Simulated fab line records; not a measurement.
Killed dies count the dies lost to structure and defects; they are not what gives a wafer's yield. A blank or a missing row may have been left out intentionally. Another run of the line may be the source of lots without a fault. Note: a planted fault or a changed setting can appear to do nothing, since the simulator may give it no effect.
Matching of chambers ; flow n5_finfet ; N5_BEOL_M0_SAQP_ETCH_101 on rie_diel-05: 4 sister chambers
The step etches SiNx in CH3F/O2, target depth 29.9 nm, time 42.7 s. 14 wafers are shown with their chamber, then 7 later ones without.

## WAFERS, EACH WITH ITS CHAMBER
wafer;chamber;oes_product_au (a.u.);throttle_valve_pct (%);drypump_motor_current_A (A)
L076.1;1;0.73;16.57;5.19
L076.5;2;0.68;16.73;5.66
L076.6;1;0.73;16.57;5.17
L081.1;0;0.74;16.43;5.78
L081.2;3;0.85;15.95;5.76
L081.4;2;0.68;16.75;5.65
L082.1;3;0.85;15.95;5.77
L082.2;2;0.68;16.77;5.63
L082.5;0;0.73;16.42;5.76
L084.2;2;0.68;16.76;5.63
L084.4;0;0.73;16.42;5.79
L084.6;3;0.85;15.97;5.77
L085.3;3;0.85;15.95;5.77
L085.5;0;0.73;16.44;5.78

SIGNATURES, as means of the wafers listed above
reading;chamber 0;chamber 1;chamber 2;chamber 3;scatter within a chamber
oes_product_au;0.7325;0.7300;0.6800;0.8500;0.00274
throttle_valve_pct;16.4275;16.5700;16.7525;15.9550;0.012
drypump_motor_current_A;5.7775;5.1800;5.6425;5.7675;0.0119
Rule: a wafer's distance from a chamber is the root of the sum, over the readings, of the square of ((its reading less the chamber's mean) divided by the reading's scatter). If the next closest chamber is less than 2 further off than the closest, the wafer can't be placed; otherwise it belongs to the closest. The scatter: the root of (the sum of the squares of (reading less its chamber's mean) over the shown wafers, divided by (wafers less chambers)).

## WAFERS MISSING THEIR CHAMBER
wafer;oes_product_au (a.u.);throttle_valve_pct (%);drypump_motor_current_A (A)
L085.6;0.73;16.62;5.16
L094.1;0.67;16.79;5.65
L094.2;0.72;16.49;5.76
L094.5;0.67;16.80;5.64
L095.1;0.67;16.80;5.68
L095.5;0.71;16.46;5.78
L095.6;0.71;16.65;5.19

## THE CHAMBER EACH PASSED THROUGH
wafer;from the rows above;in truth
L085.6;1;1
L094.1;2;2
L094.2;0;0
L094.5;2;2
L095.1;2;2
L095.5;0;0
L095.6;1;1
Placed correctly: 7 of 7. Not placeable from these rows: 0. Wrongly placed: 0.
